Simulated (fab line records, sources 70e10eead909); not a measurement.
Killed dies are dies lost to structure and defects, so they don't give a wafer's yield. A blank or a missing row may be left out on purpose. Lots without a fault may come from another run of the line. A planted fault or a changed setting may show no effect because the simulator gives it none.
Chamber matching | flow nand_harc | NHARC_P_GATE_STRIP_101 on rie_diel-08: 4 sister chambers
The step strips in O2, time 20 s. 8 wafers are shown with their chamber, then 8 later ones without.

WAFERS WITH THEIR CHAMBER
wafer  | chamber | showerhead_plenum_p_Torr (Torr) | drypump_motor_current_A (A)
L074.3 | 2       | 3.57                            | 5.2
L081.2 | 3       | 3.74                            | 5.4
L082.4 | 1       | 3.56                            | 6.4
L082.6 | 3       | 3.74                            | 5.4
L084.3 | 0       | 3.63                            | 5.1
L084.5 | 1       | 3.56                            | 6.4
L084.6 | 0       | 3.62                            | 5.1
L089.3 | 2       | 3.57                            | 5.3

WAFERS WITHOUT THEIR CHAMBER
wafer  | showerhead_plenum_p_Torr (Torr) | drypump_motor_current_A (A)
L089.5 | 3.56                            | 6.3
L089.6 | 3.57                            | 5.2
L090.2 | 3.56                            | 6.3
L090.3 | 3.62                            | 5.1
L090.4 | 3.57                            | 5.2
L092.3 | 3.62                            | 5.1
L092.5 | 3.56                            | 6.4
L092.6 | 3.62                            | 5.1

WHICH CHAMBER EACH WENT THROUGH
wafer  | from the rows above | in truth
L089.5 | 1                   | 1
L089.6 | 2                   | 2
L090.2 | 1                   | 1
L090.3 | 0                   | 0
L090.4 | 2                   | 2
L092.3 | 0                   | 0
L092.5 | 1                   | 1
L092.6 | 0                   | 0
Placed correctly: 8 of 8. Can't be placed from these rows: 0. Placed wrongly: 0.
How it was worked out, from the rows above alone: a wafer's distance from a chamber is the root of the sum, over the readings, of the square of ((its reading less the chamber's mean) divided by the reading's scatter). The wafer belongs to the nearest chamber; if the next one is less than 2 further off, it can't be placed. A chamber's mean is the mean of its shown wafers. The scatter: the root of (the sum of the squares of (reading less its chamber's mean) over the shown wafers, divided by (wafers less chambers)).
